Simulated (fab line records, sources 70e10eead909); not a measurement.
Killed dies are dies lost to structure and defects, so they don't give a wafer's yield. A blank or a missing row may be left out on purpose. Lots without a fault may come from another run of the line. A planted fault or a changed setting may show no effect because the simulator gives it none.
fab line records | flow nand_harc | part 1 of 2: steps 1 to 34 of 47
record lots=5 wafers=15 last_day=33
route steps=1302 shown A_ZERO_WELL@406 A_SOURCE_PLATE@413 A_ONON_D1@424 A_CHANNEL_HOLE_D1@450
lots that met no fault: from a run of the same line without faults
start_h: hours from the record's first day to the start of the lot's first wafer shown | wait_h: hours since the lot's step before | " the same as in the row above | L1.1+2: a row that stands for several wafers | - no value, or no start given | * or withheld: withheld | < > ~ a bound
route shown NAME@n: a module of which the file shows steps, and the number in the route of the first | usual: mean/standard deviation of fault-free wafers | same: alike in all rows | chamber/n: place in a boat | sites: the reading at each site | _std_site: their standard deviation | _edge_site: outer sites' mean less inner sites' | radius_mm: how far each site lies from the wafer's centre | mask NAME#n: copy n | behind: the tool/chamber that last shaped the wafer | hold: why the lot was held/for how many hours/how that ended | device: the transistor (n, p or np) that didn't switch | end of line: the same wafers' tests at the end of the route | a step without rows: its recipe alone | killed: dies lost to structure and defects at the first sort, not the wafer's yield | map: a wafer's dies, x killed, . not, _ none there
set.NAME: the setting as run; set.NAME@STEP: as run at that earlier step | model.NAME: the simulator's own value behind a step, which no gauge read
lots at some steps of the route; a table a step, a row a wafer
services: from which hour (start_h, from the record's first day; less than 0 if before it) a tool's chamber was out of use, for how many hours, and why
## steps
# step NHARC_A_ZERO_WELL_STRIP_14
# recipe time_s=900 temp_c=130 chemistry=SPM
# columns lot.wafer tool chamber start_h wait_h
L079.4+5+3 wet_bench-06 7,3,4 185.23 -
L081.1+3+2 wet_bench-01 4,5,6 211.65 -
L088.5+2+1 wet_bench-05 0,2,3 289.33 -
L096.5+6+3 wet_bench-01 2,3,4 360.39 -
L097.2+3+1 wet_bench-05 5,0,2 361.50 -
# step NHARC_A_ZERO_WELL_IMPLANT_15
# recipe energy_kev=150 dose_cm2=1e+13 tilt_deg=7
# columns lot.wafer tool chamber start_h wait_h
L079.3+4+5 implanter-02 0 185.71 0.1
L081.1+2+3 implanter-02 0 212.03 0.1
L088.1+2+5 implanter-01 0 289.72 0.1
L096.3+5+6 implanter-01 0 360.84 0.1
L097.1+2+3 implanter-01 0 361.90 0.1
# step NHARC_A_ZERO_WELL_PRECLEAN_22
# recipe time_s=60 temp_c=50 bath_age_min=0 chemistry=SC1
# usual h2o2_flow_mL_min=56.59/0.17
# columns lot.wafer tool chamber start_h wait_h h2o2_flow_mL_min
L079.5 wet_bench-05 7 185.87 0.1 56.64
L079.3 " 0 " " 56.75
L079.4 " 3 " " 56.91
L081.2 wet_bench-01 7 212.24 0.2 56.55
L081.3 " 1 " " 56.78
L081.1 " 3 " " 56.68
L088.2 wet_bench-01 6 289.93 0.2 56.65
L088.1 " 7 " " 56.26
L088.5 " 0 " " 56.50
L096.3 wet_bench-06 5 360.99 0.1 56.71
L096.6 " 6 " " 56.62
L096.5 " 1 " " 56.86
L097.3 wet_bench-01 5 362.12 0.1 56.53
L097.1 " 6 " " 56.73
L097.2 " 7 " " 56.56
# step NHARC_A_ZERO_WELL_SRD_23
# columns lot.wafer tool chamber start_h wait_h
L079.5+3+4 wet_bench-05 7,0,3 - -
L081.2+3+1 wet_bench-01 7,1,3 - -
L088.2+1+5 wet_bench-01 6,7,0 - -
L096.3+6+5 wet_bench-06 5,6,1 - -
L097.3+1+2 wet_bench-01 5,6,7 - -
# step NHARC_A_ZERO_WELL_RTA_16
# recipe temp_c=1000 time_s=10
# usual lamp_power_pct=31/3.2 wafer_temp_C_max=1004.1/1.2
# columns lot.wafer tool chamber start_h wait_h lamp_power_pct wafer_temp_C_max
L079.3 rtp_anneal-02 0 186.06 - 34 1002.9
L079.4 " 0 " " 34 1002.5
L079.5 " 0 " " 34 1002.9
L081.1 rtp_anneal-01 0 212.38 - 28 1004.2
L081.2 " 0 " " 28 1005.4
L081.3 " 0 " " 28 1002.9
L088.1 rtp_anneal-01 0 290.06 - 28 1005.4
L088.2 " 0 " " 28 1007.2
L088.5 " 0 " " 28 1004.2
L096.3 rtp_anneal-02 0 361.19 - 35 1003.9
L096.5 " 0 " " 35 1003.7
L096.6 " 0 " " 34 1003.4
L097.1 rtp_anneal-01 0 362.25 - 28 1004.6
L097.2 " 0 " " 28 1003.3
L097.3 " 0 " " 28 1004.4
# step NHARC_A_ZERO_WELL_INSPECT_17
# usual raw_defect_count=9/4.8
# columns lot.wafer tool chamber start_h wait_h raw_defect_count
L079.3 defect_inspect-02 - 186.20 0.1 10
L079.4 " - " " 21
L079.5 " - " " 11
L081.1 defect_inspect-02 - 212.57 0.2 1
L081.2 " - " " 4
L081.3 " - " " 9
L088.1 defect_inspect-01 - 290.26 0.2 10
L088.2 " - " " 12
L088.5 " - " " 12
L096.3 defect_inspect-02 - 361.33 0.1 6
L096.5 " - " " 12
L096.6 " - " " 18
L097.1 defect_inspect-02 - 362.44 0.2 22
L097.2 " - " " 18
L097.3 " - " " 12
# step NHARC_A_SOURCE_PLATE_PRECLEAN_00
# recipe time_s=60 chemistry=HF-LAST
# columns lot.wafer tool chamber start_h wait_h
L079.3+5+4 wet_bench-03 4,5,6 186.27 0.1
L081.3+1+2 wet_bench-04 6,7,3 212.62 0.0
L088.2+5+1 wet_bench-04 1,3,4 290.31 0.1
L096.6+3+5 wet_bench-02 0,2,4 361.39 0.1
L097.3+2+1 wet_bench-04 5,7,2 362.50 0.0
# step NHARC_A_SOURCE_PLATE_SRD_01
# columns lot.wafer tool chamber start_h wait_h
L079.3+5+4 wet_bench-03 4,5,6 - -
L081.3+1+2 wet_bench-04 6,7,3 - -
L088.2+5+1 wet_bench-04 1,3,4 - -
L096.6+3+5 wet_bench-02 0,2,4 - -
L097.3+2+1 wet_bench-04 5,7,2 - -
# step NHARC_A_SOURCE_PLATE_OXIDE_02
# recipe target_thk_a=100 temp_c=900 ox_time_s=1362 material=SiO2
# usual spike_tc_lower_C=901.9/1.2
# columns lot.wafer tool chamber start_h wait_h spike_tc_lower_C
L079.3 furnace-06 0 189.44 - 900.8
L079.4 " 0 " " 901.8
L079.5 " 0 " " 901.9
L081.1 furnace-06 0 215.82 - 903.8
L081.2 " 0 " " 901.4
L081.3 " 0 " " 902.0
L088.1 furnace-06 0 293.50 - 899.0
L088.2 " 0 " " 902.2
L088.5 " 0 " " 900.3
L096.3 furnace-03 0 364.49 - 903.3
L096.5 " 0 " " 903.8
L096.6 " 0 " " 903.6
L097.1 furnace-03 0 364.49 - 902.3
L097.2 " 0 " " 903.0
L097.3 " 0 " " 903.6
# step NHARC_A_SOURCE_PLATE_THK_MEAS_09
# recipe thk_meas_gauge=ellipsometry
# usual thk_nm=9.8/1.1
# columns lot.wafer tool chamber start_h wait_h thk_nm
L079.3 film_metro-02 - 193.53 0.4 8.5
L079.4 " - " " 6.5
L079.5 " - " " 10.3
L081.1 film_metro-02 - 219.87 0.4 9.3
L081.2 " - " " 10.4
L081.3 " - " " 10.2
L088.1 film_metro-02 - 297.57 0.4 9.7
L088.2 " - " " 8.9
L088.5 " - " " 9.6
L097.1 film_metro-01 - 368.52 0.4 11.3
L097.2 " - " " 11.8
L097.3 " - " " 9.3
L096.3 film_metro-02 - 368.53 0.4 9.2
L096.5 " - " " 10.5
L096.6 " - " " 9.2
# step NHARC_A_SOURCE_PLATE_PVD_04
# recipe target_thk_a=500 material=WSi2
# columns lot.wafer tool chamber start_h wait_h
L079.3+4+5 pvd_sputter-01 - 193.62 0.1
L081.3+1+2 pvd_sputter-01 - 219.93 0.1
L088.1+2+5 pvd_sputter-03 - 297.64 0.1
L097.2+3+1 pvd_sputter-01 - 368.58 0.1
L096.3+6+5 pvd_sputter-03 - 368.58 0.1
# step NHARC_A_SOURCE_PLATE_CVD_03
# recipe target_thk_a=2000 temp_c=620 pressure_mtorr=200 time_s=4000 material=poly-Si
# usual spike_tc_lower_C=620.2/1
# columns lot.wafer tool chamber start_h wait_h spike_tc_lower_C
L079.3 lpcvd_poly-01 0 196.10 - 619.8
L079.4 " 0 " " 619.1
L079.5 " 0 " " 620.6
L081.1 lpcvd_poly-03 0 222.36 - 619.4
L081.2 " 0 " " 619.7
L081.3 " 0 " " 620.1
L088.1 lpcvd_poly-03 0 300.05 - 620.6
L088.2 " 0 " " 619.6
L088.5 " 0 " " 620.0
L096.3 lpcvd_poly-03 0 371.01 - 619.2
L096.5 " 0 " " 620.0
L096.6 " 0 " " 620.1
L097.1 lpcvd_poly-03 0 371.01 - 618.7
L097.2 " 0 " " 619.6
L097.3 " 0 " " 619.8
# step NHARC_A_SOURCE_PLATE_ANNEAL_05
# recipe temp_c=850 time_s=1800
# usual spike_tc_lower_C=852.1/1.4
# columns lot.wafer tool chamber start_h wait_h spike_tc_lower_C
L079.3 furnace-06 0 204.13 5.0 851.7
L079.4 " 0 " " 853.2
L079.5 " 0 " " 852.1
L081.1 furnace-03 0 228.40 2.9 853.4
L081.2 " 0 " " 853.0
L081.3 " 0 " " 852.2
L088.1 furnace-01 0 306.42 3.3 850.7
L088.2 " 0 " " 851.1
L088.5 " 0 " " 851.9
L096.3 furnace-06 0 377.56 3.4 849.7
L096.5 " 0 " " 852.8
L096.6 " 0 " " 852.2
L097.1 furnace-06 0 377.56 3.4 849.9
L097.2 " 0 " " 852.8
L097.3 " 0 " " 852.7
# step NHARC_A_SOURCE_PLATE_THK_MEAS_06
# recipe thk_meas_gauge=ellipsometry
# usual thk_nm=200.4/2.1
# columns lot.wafer tool chamber start_h wait_h thk_nm
L079.3 film_metro-01 - 208.08 0.4 201.1
L079.4 " - " " 202.0
L079.5 " - " " 203.5
L081.1 film_metro-02 - 232.36 0.4 203.8
L081.2 " - " " 202.5
L081.3 " - " " 202.1
L088.1 film_metro-02 - 310.34 0.4 197.4
L088.2 " - " " 198.6
L088.5 " - " " 195.6
L097.1 film_metro-01 - 381.51 0.4 198.5
L097.2 " - " " 197.4
L097.3 " - " " 198.8
L096.3 film_metro-01 - 381.52 0.4 203.0
L096.5 " - " " 201.2
L096.6 " - " " 200.6
# step NHARC_A_SOURCE_PLATE_INSPECT_08
# usual raw_defect_count=57/22
# columns lot.wafer tool chamber start_h wait_h raw_defect_count
L079.3 defect_inspect-01 - 208.16 0.0 41
L079.4 " - " " 50
L079.5 " - " " 58
L081.1 defect_inspect-01 - 232.43 0.0 32
L081.2 " - " " 32
L081.3 " - " " 44
L088.1 defect_inspect-01 - 310.40 0.0 95
L088.2 " - " " 78
L088.5 " - " " 44
L097.1 defect_inspect-02 - 381.57 0.0 25
L097.2 " - " " 16
L097.3 " - " " 42
L096.3 defect_inspect-02 - 381.58 0.0 69
L096.5 " - " " 58
L096.6 " - " " 105
# step NHARC_A_ONON_D1_DEP_00
# recipe target_thk_a=10000 n2_flow_sccm=2750 n2o_flow_sccm=2000 nh3_flow_sccm=500 sih4_flow_sccm=210 temp_c=400
# columns lot.wafer tool chamber start_h wait_h
L079.3+4+5 pecvd_onon-03 0 208.34 0.2
L081.1+2+3 pecvd_onon-02 0 232.49 0.1
L088.1+2+5 pecvd_onon-02 0 310.66 0.3
L097.1+2+3 pecvd_onon-03 0 381.64 0.1
L096.3+5+6 pecvd_onon-01 0 381.76 0.2
# step NHARC_A_ONON_D1_THK_MEAS_02
# recipe thk_meas_gauge=ellipsometry
# usual thk_nm=996/11
# columns lot.wafer tool chamber start_h wait_h thk_nm
L079.3 film_metro-01 - 208.73 - 999
L079.4 " - " " 998
L079.5 " - " " 999
L081.1 film_metro-01 - 233.01 - 985
L081.2 " - " " 986
L081.3 " - " " 984
L088.1 film_metro-02 - 311.18 - 1023
L088.2 " - " " 1023
L088.5 " - " " 1020
L097.1 film_metro-01 - 382.15 - 987
L097.2 " - " " 986
L097.3 " - " " 988
L096.3 film_metro-01 - 382.16 - 1002
L096.5 " - " " 1000
L096.6 " - " " 1001
# step NHARC_A_ONON_D1_DEP_03
# recipe target_thk_a=10000 n2_flow_sccm=2750 n2o_flow_sccm=2000 nh3_flow_sccm=500 sih4_flow_sccm=210 temp_c=400
# columns lot.wafer tool chamber start_h wait_h
L079.3+4+5 pecvd_onon-03 0 208.90 0.2
L081.1+2+3 pecvd_onon-01 0 233.06 0.1
L088.1+2+5 pecvd_onon-02 0 311.24 0.1
L097.1+2+3 pecvd_onon-02 0 382.21 0.1
L096.3+5+6 pecvd_onon-03 0 382.33 0.2
# step NHARC_A_ONON_D1_THK_MEAS_05
# recipe thk_meas_gauge=ellipsometry
# usual thk_nm=1002/9.1
# columns lot.wafer tool chamber start_h wait_h thk_nm
L079.3 film_metro-01 - 209.30 - 1007
L079.4 " - " " 1006
L079.5 " - " " 1006
L081.1 film_metro-01 - 233.57 - 1002
L081.2 " - " " 1003
L081.3 " - " " 1005
L088.1 film_metro-02 - 311.75 - 990
L088.2 " - " " 992
L088.5 " - " " 994
L097.1 film_metro-01 - 382.72 - 1013
L097.2 " - " " 1012
L097.3 " - " " 1014
L096.3 film_metro-01 - 382.75 - 1004
L096.5 " - " " 1001
L096.6 " - " " 1001
# step NHARC_A_ONON_D1_DEP_06
# recipe target_thk_a=10000 n2_flow_sccm=2750 n2o_flow_sccm=2000 nh3_flow_sccm=500 sih4_flow_sccm=210 temp_c=400
# columns lot.wafer tool chamber start_h wait_h
L079.3+4+5 pecvd_onon-03 0 209.47 0.2
L081.1+2+3 pecvd_onon-02 0 233.63 0.1
L088.1+2+5 pecvd_onon-01 0 311.80 0.1
L097.1+2+3 pecvd_onon-01 0 382.78 0.1
L096.3+5+6 pecvd_onon-02 0 382.92 0.2
# step NHARC_A_ONON_D1_THK_MEAS_08
# recipe thk_meas_gauge=ellipsometry
# usual thk_nm=1001/9
# columns lot.wafer tool chamber start_h wait_h thk_nm
L079.3 film_metro-01 - 209.86 - 1008
L079.4 " - " " 1007
L079.5 " - " " 1007
L081.1 film_metro-02 - 234.14 - 1001
L081.2 " - " " 1001
L081.3 " - " " 1004
L088.1 film_metro-01 - 312.31 - 993
L088.2 " - " " 992
L088.5 " - " " 990
L097.1 film_metro-01 - 383.29 - 995
L097.2 " - " " 998
L097.3 " - " " 997
L096.3 film_metro-01 - 383.33 - 993
L096.5 " - " " 992
L096.6 " - " " 989
# step NHARC_A_ONON_D1_DEP_09
# recipe target_thk_a=10000 n2_flow_sccm=2750 n2o_flow_sccm=2000 nh3_flow_sccm=500 sih4_flow_sccm=210 temp_c=400
# columns lot.wafer tool chamber start_h wait_h
L079.3+4+5 pecvd_onon-01 0 210.03 0.2
L081.1+2+3 pecvd_onon-01 0 234.20 0.1
L088.1+2+5 pecvd_onon-03 0 312.37 0.1
L097.1+2+3 pecvd_onon-03 0 383.35 0.1
L096.3+5+6 pecvd_onon-01 0 383.50 0.2
# step NHARC_A_ONON_D1_THK_MEAS_11
# recipe thk_meas_gauge=ellipsometry
# usual thk_nm=998/7.8
# columns lot.wafer tool chamber start_h wait_h thk_nm
L079.3 film_metro-02 - 210.43 - 986
L079.4 " - " " 987
L079.5 " - " " 986
L081.1 film_metro-02 - 234.71 - 993
L081.2 " - " " 991
L081.3 " - " " 991
L088.1 film_metro-02 - 312.87 - 1003
L088.2 " - " " 1003
L088.5 " - " " 1001
L097.1 film_metro-01 - 383.85 - 1013
L097.2 " - " " 1014
L097.3 " - " " 1014
L096.3 film_metro-01 - 383.89 - 1001
L096.5 " - " " 1002
L096.6 " - " " 1001
# step NHARC_A_ONON_D1_DEP_12
# recipe target_thk_a=10000 n2_flow_sccm=2750 n2o_flow_sccm=2000 nh3_flow_sccm=500 sih4_flow_sccm=210 temp_c=400
# columns lot.wafer tool chamber start_h wait_h
L079.3+4+5 pecvd_onon-02 0 210.60 0.2
L081.1+2+3 pecvd_onon-02 0 234.76 0.1
L088.1+2+5 pecvd_onon-02 0 312.93 0.1
L097.1+2+3 pecvd_onon-02 0 383.91 0.1
L096.3+5+6 pecvd_onon-03 0 384.06 0.2
# step NHARC_A_ONON_D1_THK_MEAS_14
# recipe thk_meas_gauge=ellipsometry
# usual thk_nm=1001/9.8
# columns lot.wafer tool chamber start_h wait_h thk_nm
L079.3 film_metro-01 - 210.99 - 1005
L079.4 " - " " 1004
L079.5 " - " " 1005
L081.1 film_metro-02 - 235.27 - 998
L081.2 " - " " 996
L081.3 " - " " 995
L088.1 film_metro-02 - 313.44 - 990
L088.2 " - " " 987
L088.5 " - " " 988
L097.1 film_metro-01 - 384.42 - 995
L097.2 " - " " 997
L097.3 " - " " 996
L096.3 film_metro-01 - 384.46 - 995
L096.5 " - " " 994
L096.6 " - " " 994
# step NHARC_A_ONON_D1_ANNEAL_15
# recipe temp_c=750 time_s=3600
# usual spike_tc_lower_C=749.5/1.1
# columns lot.wafer tool chamber start_h wait_h spike_tc_lower_C
L079.3 furnace-08 0 214.48 3.5 749.0
L079.4 " 0 " " 747.5
L079.5 " 0 " " 749.6
L081.1 furnace-08 0 238.66 3.4 746.9
L081.2 " 0 " " 748.6
L081.3 " 0 " " 748.0
L088.1 furnace-02 0 316.56 3.1 750.0
L088.2 " 0 " " 751.6
L088.5 " 0 " " 749.5
L096.3 furnace-02 0 387.79 3.3 751.0
L096.5 " 0 " " 750.4
L096.6 " 0 " " 750.5
L097.1 furnace-02 0 387.79 3.4 751.4
L097.2 " 0 " " 750.8
L097.3 " 0 " " 750.7
# step NHARC_A_ONON_D1_DEP_16
# recipe target_thk_a=10000 n2_flow_sccm=2750 n2o_flow_sccm=2000 nh3_flow_sccm=500 sih4_flow_sccm=210 temp_c=400
# columns lot.wafer tool chamber start_h wait_h
L079.3+4+5 pecvd_onon-03 0 218.49 0.2
L081.1+2+3 pecvd_onon-01 0 242.57 0.1
L088.1+2+5 pecvd_onon-01 0 320.48 0.1
L097.1+2+3 pecvd_onon-01 0 391.63 0.1
L096.3+5+6 pecvd_onon-03 0 391.75 0.2
# step NHARC_A_ONON_D1_THK_MEAS_18
# recipe thk_meas_gauge=ellipsometry
# usual thk_nm=998/9.7
# columns lot.wafer tool chamber start_h wait_h thk_nm
L079.3 film_metro-01 - 218.89 - 1022
L079.4 " - " " 1021
L079.5 " - " " 1022
L081.1 film_metro-01 - 243.07 - 989
L081.2 " - " " 990
L081.3 " - " " 988
L088.1 film_metro-01 - 320.99 - 982
L088.2 " - " " 980
L088.5 " - " " 981
L097.1 film_metro-01 - 392.14 - 1011
L097.2 " - " " 1011
L097.3 " - " " 1011
L096.3 film_metro-02 - 392.14 - 1000
L096.5 " - " " 1002
L096.6 " - " " 1000
# step NHARC_A_ONON_D1_DEP_19
# recipe target_thk_a=10000 n2_flow_sccm=2750 n2o_flow_sccm=2000 nh3_flow_sccm=500 sih4_flow_sccm=210 temp_c=400
# columns lot.wafer tool chamber start_h wait_h
L079.3+4+5 pecvd_onon-02 0 219.06 0.2
L081.1+2+3 pecvd_onon-03 0 243.13 0.1
L088.1+2+5 pecvd_onon-02 0 321.04 0.1
L097.1+2+3 pecvd_onon-02 0 392.19 0.1
L096.3+5+6 pecvd_onon-01 0 392.31 0.2
# step NHARC_A_ONON_D1_THK_MEAS_21
# recipe thk_meas_gauge=ellipsometry
# usual thk_nm=1000/8.3
# columns lot.wafer tool chamber start_h wait_h thk_nm
L079.3 film_metro-02 - 219.45 - 1022
L079.4 " - " " 1024
L079.5 " - " " 1022
L081.1 film_metro-01 - 243.64 - 991
L081.2 " - " " 995
L081.3 " - " " 991
L088.1 film_metro-01 - 321.55 - 1001
L088.2 " - " " 1000
L088.5 " - " " 1001
L097.1 film_metro-01 - 392.71 - 995
L097.2 " - " " 993
L097.3 " - " " 992
L096.3 film_metro-02 - 392.71 - 995
L096.5 " - " " 997
L096.6 " - " " 998
# step NHARC_A_ONON_D1_DEP_22
# recipe target_thk_a=10000 n2_flow_sccm=2750 n2o_flow_sccm=2000 nh3_flow_sccm=500 sih4_flow_sccm=210 temp_c=400
# columns lot.wafer tool chamber start_h wait_h
L079.3+4+5 pecvd_onon-03 0 219.62 0.2
L081.1+2+3 pecvd_onon-01 0 243.69 0.1
L088.1+2+5 pecvd_onon-03 0 321.60 0.1
L097.1+2+3 pecvd_onon-02 0 392.76 0.1
L096.3+5+6 pecvd_onon-03 0 392.88 0.2
# step NHARC_A_ONON_D1_THK_MEAS_24
# recipe thk_meas_gauge=ellipsometry
# usual thk_nm=1001/9.5
# columns lot.wafer tool chamber start_h wait_h thk_nm
L079.3 film_metro-01 - 220.01 - 1010
L079.4 " - " " 1009
L079.5 " - " " 1010
L081.1 film_metro-02 - 244.20 - 1009
L081.2 " - " " 1008
L081.3 " - " " 1010
L088.1 film_metro-01 - 322.11 - 999
L088.2 " - " " 999
L088.5 " - " " 1000
L097.1 film_metro-02 - 393.27 - 1011
L097.2 " - " " 1011
L097.3 " - " " 1010
L096.3 film_metro-01 - 393.27 - 1007
L096.5 " - " " 1009
L096.6 " - " " 1007
# step NHARC_A_ONON_D1_DEP_25
# recipe target_thk_a=10000 n2_flow_sccm=2750 n2o_flow_sccm=2000 nh3_flow_sccm=500 sih4_flow_sccm=210 temp_c=400
# columns lot.wafer tool chamber start_h wait_h
L079.3+4+5 pecvd_onon-01 0 220.18 0.2
L081.1+2+3 pecvd_onon-02 0 244.26 0.1
L088.1+2+5 pecvd_onon-01 0 322.17 0.1
L097.1+2+3 pecvd_onon-01 0 393.32 0.1
L096.3+5+6 pecvd_onon-02 0 393.44 0.2
# step NHARC_A_ONON_D1_THK_MEAS_27
# recipe thk_meas_gauge=ellipsometry
# usual thk_nm=1003/8.4
# columns lot.wafer tool chamber start_h wait_h thk_nm
L079.3 film_metro-01 - 220.58 - 991
L079.4 " - " " 994
L079.5 " - " " 992
L081.1 film_metro-02 - 244.77 - 1007
L081.2 " - " " 1007
L081.3 " - " " 1009
L088.1 film_metro-02 - 322.68 - 994
L088.2 " - " " 994
L088.5 " - " " 992
L096.3 film_metro-01 - 393.84 - 1004
L096.5 " - " " 1004
L096.6 " - " " 1004
L097.1 film_metro-02 - 393.84 - 1011
L097.2 " - " " 1011
L097.3 " - " " 1011
